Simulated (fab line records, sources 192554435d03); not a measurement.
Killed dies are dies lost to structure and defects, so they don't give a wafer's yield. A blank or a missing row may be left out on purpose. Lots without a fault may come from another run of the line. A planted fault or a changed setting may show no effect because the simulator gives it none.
Chamber matching | flow n5_finfet | N5_BEOL_M5_DEP_56 on pecvd-04: 3 sister chambers
The step deposits SiCN from 3MS/NH3, target thk 8 nm, time 14 s. 5 wafers are shown with their chamber, then 8 later ones without.

WAFERS WITH THEIR CHAMBER
wafer  | chamber | throttle_valve_pct (%) | showerhead_plenum_p_Torr (Torr)
L083.4 | 1       | 10.0                   | 3.660
L088.1 | 2       | 8.4                    | 3.682
L088.2 | 1       | 9.6                    | 3.666
L088.3 | 0       | 9.0                    | 3.671
L088.4 | 0       | 9.0                    | 3.665

WAFERS WITHOUT THEIR CHAMBER
wafer  | throttle_valve_pct (%) | showerhead_plenum_p_Torr (Torr)
L088.5 | 9.8                    | 3.658
L088.6 | 8.6                    | 3.689
L096.2 | 8.5                    | 3.678
L096.5 | 8.2                    | 3.675
L096.6 | 10.1                   | 3.656
L097.4 | 8.5                    | 3.682
L097.5 | 8.5                    | 3.686
L097.6 | 9.9                    | 3.662

WHICH CHAMBER EACH WENT THROUGH
wafer  | from the rows above | in truth
L088.5 | 1                   | 1
L088.6 | 2                   | 2
L096.2 | 2                   | 2
L096.5 | 2                   | 2
L096.6 | 1                   | 1
L097.4 | 2                   | 2
L097.5 | 2                   | 2
L097.6 | 1                   | 1
Placed correctly: 8 of 8. Can't be placed from these rows: 0. Placed wrongly: 0.
How it was worked out, from the rows above alone: a wafer's distance from a chamber is the root of the sum, over the readings, of the square of ((its reading less the chamber's mean) divided by the reading's scatter). The wafer belongs to the nearest chamber; if the next one is less than 2 further off, it can't be placed. A chamber's mean is the mean of its shown wafers. The scatter: the root of (the sum of the squares of (reading less its chamber's mean) over the shown wafers, divided by (wafers less chambers)).
